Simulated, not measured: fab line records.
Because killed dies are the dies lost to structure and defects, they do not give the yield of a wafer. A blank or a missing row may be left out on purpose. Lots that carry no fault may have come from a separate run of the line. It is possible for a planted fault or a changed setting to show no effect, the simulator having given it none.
Chamber matching | flow nand-harc | 4 sister chambers for NHARC_A_BLC_STRIP_29 on rie-diel-09
The step strips in CF4. 8 wafers are shown with their chamber, then 12 later ones without.

## WAFERS, EACH WITH ITS CHAMBER
wafer  | chamber | drypump-motor-current-A (A) | oes-product-au (a.u.)
L081.3 | 0       | 6.3                         | 0.996
L082.2 | 0       | 6.3                         | 0.993
L083.1 | 2       | 6.3                         | 0.999
L083.2 | 3       | 5.5                         | 1.020
L083.3 | 1       | 5.5                         | 1.017
L086.1 | 1       | 5.5                         | 1.018
L086.2 | 3       | 5.4                         | 1.011
L086.5 | 2       | 6.3                         | 1.006

## WAFERS WHOSE CHAMBER IS MISSING
wafer  | drypump-motor-current-A (A) | oes-product-au (a.u.)
L092.1 | 5.6                         | 1.013
L092.5 | 5.5                         | 1.007
L092.6 | 6.3                         | 0.987
L093.1 | 5.5                         | 1.000
L093.2 | 6.3                         | 0.994
L093.3 | 5.6                         | 1.012
L094.2 | 5.5                         | 0.998
L094.4 | 6.3                         | 1.004
L094.5 | 5.5                         | 1.007
L096.1 | 6.3                         | 0.989
L096.3 | 5.5                         | 1.002
L096.6 | 6.3                         | 0.995

## WHICH CHAMBER EACH WENT THROUGH
wafer  | from the rows above     | in truth
L092.1 | can't be placed: 1 or 3 | 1
L092.5 | can't be placed: 3 or 1 | 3
L092.6 | can't be placed: 0 or 2 | 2
L093.1 | can't be placed: 3 or 1 | 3
L093.2 | can't be placed: 0 or 2 | 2
L093.3 | can't be placed: 1 or 3 | 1
L094.2 | can't be placed: 3 or 1 | 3
L094.4 | can't be placed: 2 or 0 | 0
L094.5 | can't be placed: 3 or 1 | 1
L096.1 | can't be placed: 0 or 2 | 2
L096.3 | can't be placed: 3 or 1 | 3
L096.6 | can't be placed: 0 or 2 | 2
0 of 12 placed correctly. Cannot be placed on the basis of these rows: 12; the candidates contain the true chamber in 12. Wrongly placed: 0.
How it was worked out, from the rows above alone: a wafer's distance from a chamber is the root of the sum, over the readings, of the square of ((its reading less the chamber's mean) divided by the reading's scatter). The wafer belongs to the nearest chamber; if the next one is less than 2 further off, it can't be placed. The mean given for a chamber averages the wafers shown for that chamber. The scatter is the square root of a quotient: the sum, over the shown wafers, of each reading's squared deviation from its chamber's mean, divided by wafers minus chambers.
